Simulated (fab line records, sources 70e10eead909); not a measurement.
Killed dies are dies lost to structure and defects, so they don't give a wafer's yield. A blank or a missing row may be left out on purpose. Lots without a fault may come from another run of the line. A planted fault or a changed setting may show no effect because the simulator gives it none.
One fault seen from 3 desks | flow nand_harc | each desk has only its own numbers; what lay behind them comes last

THE TOOL OWNER'S DESK: grinder-01
The tool's own readings at NHARC_THIN_TSV_GRIND_00: means of the sampled wafers that have a number, for each lot that ran on this tool. A lot is out of limits, marked OUT, if its mean lies more than 4 standard deviations from the usual mean; the brackets give that distance.
Columns: A = motor_current_A at NHARC_THIN_TSV_GRIND_00, usual 12.000 A
lot  | first seen here | A
L716 | day 18 16:40    | 11.989
L714 | day 18 17:40    | 12.009
L712 | day 18 18:41    | 11.988
L715 | day 18 20:05    | 12.007
L717 | day 19 17:04    | 12.001
L718 | day 19 18:04    | 11.990
L713 | day 19 19:04    | 12.010
L721 | day 20 18:37    | 12.006
L719 | day 20 19:49    | 11.992
L720 | day 21 00:04    | 11.994
L722 | day 21 15:44    | 12.009
L725 | day 21 18:31    | 11.999
L724 | day 22 09:13    | 11.994
L726 | day 22 14:24    | 11.985
This desk's finding: nothing out of limits on any of the 14 lots.

THE METROLOGY DESK
What the gauges read, lot by lot, whatever tool the lot ran on: means of the sampled wafers that have a number. A lot is out of limits, marked OUT, if its mean lies more than 4 standard deviations from the usual mean; the brackets give that distance.
Columns: A = thk_nm at NHARC_THIN_TSV_THK_MEAS_02, usual 3007 nm
lot  | first seen here | A
L716 | day 18 17:45    | 2931
L714 | day 18 18:59    | 3345
L712 | day 18 20:11    | 3324
L715 | day 18 21:22    | 3056
L717 | day 19 18:10    | 2989
L718 | day 19 19:21    | 2994
L713 | day 19 20:33    | 2837
L721 | day 20 19:56    | 2818
L719 | day 20 21:07    | 3316
L720 | day 21 01:35    | 2851
L722 | day 21 17:13    | 1 (-14) OUT
L725 | day 21 19:37    | 1 (-14) OUT
L724 | day 22 10:19    | 0 (-14) OUT
L726 | day 22 15:53    | 0 (-14) OUT
This desk's finding: out of limits on L722, L724, L725, L726; first on L722, day 21 17:13 (thk_nm at NHARC_THIN_TSV_THK_MEAS_02). In limits: L716, L714, L712, L715, L717, L718, L713, L721, L719, L720.

THE DEFECT DESK
What the inspections along the route counted, lot by lot: means of the sampled wafers that have a number. A lot is out of limits, marked OUT, if its mean lies more than 4 standard deviations from the usual mean; the brackets give that distance.
Columns: A = raw_defect_count at NHARC_A_BONDPAD_INSPECT_23, usual 490
lot  | first seen here | A
L714 | day 18 05:34    | 683
L715 | day 18 06:16    | 560
L716 | day 18 08:05    | 431
L712 | day 18 08:56    | 519
L717 | day 19 06:02    | 519
L713 | day 19 08:38    | 601
L718 | day 19 09:16    | 365
L719 | day 20 05:28    | 376
L721 | day 20 06:13    | 361
L720 | day 20 12:13    | 545
L722 | day 21 05:40    | 430
L725 | day 21 08:58    | 471
L724 | day 21 19:32    | 569
L726 | day 22 04:05    | 469
This desk's finding: nothing out of limits on any of the 14 lots.

PUT TOGETHER
The metrology desk could have raised an alarm at day 21 17:13, on L722, L724, L725, L726.
The tool owner's desk saw nothing out of limits.
The defect desk saw nothing out of limits.
The tool owner's desk has L722, L724, L725, L726 on record, within its limits.
The defect desk has L722, L724, L725, L726 on record, within its limits.
Of the lots named, all ran NHARC_THIN_TSV_GRIND_00 on grinder-01.

WHAT THE SIMULATOR HAD PUT IN
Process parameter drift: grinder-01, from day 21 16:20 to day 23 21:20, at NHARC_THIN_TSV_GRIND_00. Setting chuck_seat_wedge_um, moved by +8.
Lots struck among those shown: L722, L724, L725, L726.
Hours from the fault's start to each desk's first reading out of limits: the metrology desk, 1.
